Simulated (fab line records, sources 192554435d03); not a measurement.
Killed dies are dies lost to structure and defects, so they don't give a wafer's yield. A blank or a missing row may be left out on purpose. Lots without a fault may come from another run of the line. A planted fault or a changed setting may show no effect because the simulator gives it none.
Problem report in the 8D (eight disciplines) form, filled by code | flow n5_finfet | the parts of the form that need people (team, actions taken, sign-off) are left out

1. THE PROBLEM
killed_at_front_end at N5_PASSIVATION_PROBE_49 reads a mean of 1107 on 9 wafers of 3 lots; wafers without a fault read 39 with a standard deviation of 11. That is +97 standard deviations from the usual mean.
First seen on wafer L893.1, day 13 18:49, on prober-02. The record holds 15 wafers of 5 lots with a number at this step. Rule for "out", or "out of limits": more than 4 standard deviations from the usual mean. The other wafers with a number count as sound.

2. WHAT IT IS AND WHAT IT IS NOT
question                    | is                                                                                                                      | is not
which readings at this step | killed_at_front_end, defect_limited_yield, killed_dies, killed_on_rim, sort_bin_5_function, sort_n_pass, sort_yield_pct | killed_at_M0_to_M3, killed_at_other, killed_open, sort_bin_6_memory, sort_bin_8_speed
which lots                  | L892, L893, L894                                                                                                        | L890, L895
which wafers of those lots  | all that have a number                                                                                                  | -
read on which tools         | prober-01, prober-02                                                                                                    | -
when                        | from day 13 18:49                                                                                                       | up to then (3 sound wafers); but 3 sound wafers of L895 came after

3. SUSPECTS, AND WHAT RULES EACH OUT
Counting: a tool at a process step up to the reading stays a suspect if it ran every lot that is out and no sound lot after the first of them.
- wet_bench-03 at N5_WELL_APT_OXIDE_STRIP_42 (strips SiO2 in dHF, time 45 s, target depth 12 nm): ruled out as a lasting fault. Sound lots L895 ran on it after its first lot that is out, L892 (day 3 16:38).
Left after counting: nothing in the record.

4. THE CAUSE (what the simulator had put in)
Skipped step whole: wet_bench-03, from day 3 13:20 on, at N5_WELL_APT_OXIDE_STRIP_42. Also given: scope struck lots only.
Counting ruled it out, wrongly: the rule takes a fault to strike every lot that its tool runs from its start on, and this one did not.

5. THE CHAIN OF EFFECTS, in route order
Each row: a reading whose mean over the struck wafers that have a number lies more than 3 standard deviations from the usual. Only readings for which the record gives a usual standard deviation are gone through. hours: the time from each lot's start at the first step in this table that gives one to its start at this step, as a median over the lots. sigmas: the change in usual standard deviations.
hours | step                    | reading              | usual  | on struck wafers | change | sigmas
0     | N5_PASSIVATION_PROBE_49 | defect_limited_yield | 91.3 % | 0.0              | -91.3  | -61
0     | N5_PASSIVATION_PROBE_49 | killed_at_front_end  | 39     | 1107             | +1068  | +97
0     | N5_PASSIVATION_PROBE_49 | killed_dies          | 103    | 1180             | +1077  | +63
0     | N5_PASSIVATION_PROBE_49 | killed_on_rim        | 14     | 152              | +138   | +34
0     | N5_PASSIVATION_PROBE_49 | sort_bin_5_function  | 5.1 %  | 95.9             | +90.8  | +97
0     | N5_PASSIVATION_PROBE_49 | sort_n_pass          | 1077   | 0                | -1077  | -63
0     | N5_PASSIVATION_PROBE_49 | sort_yield_pct       | 91.3 % | 0.0              | -91.3  | -61
The process steps in it:
- N5_PASSIVATION_PROBE_49
Readings that are blank on the struck wafers while sound wafers have them: bath_heat_duty_pct at N5_WELL_APT_OXIDE_STRIP_42; run_length_s at N5_WELL_APT_OXIDE_STRIP_42; temp_c at N5_WELL_APT_OXIDE_STRIP_42.

6. WHAT WOULD HAVE CAUGHT IT SOONER
In this record the first reading out of limits was taken at day 13 18:49, 245 hours after the fault began at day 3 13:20.
At N5_WELL_APT_OXIDE_STRIP_42 the tool's readings are blank on the struck wafers, where sound wafers have them: an empty tool record is the first sign, and it was there at once.
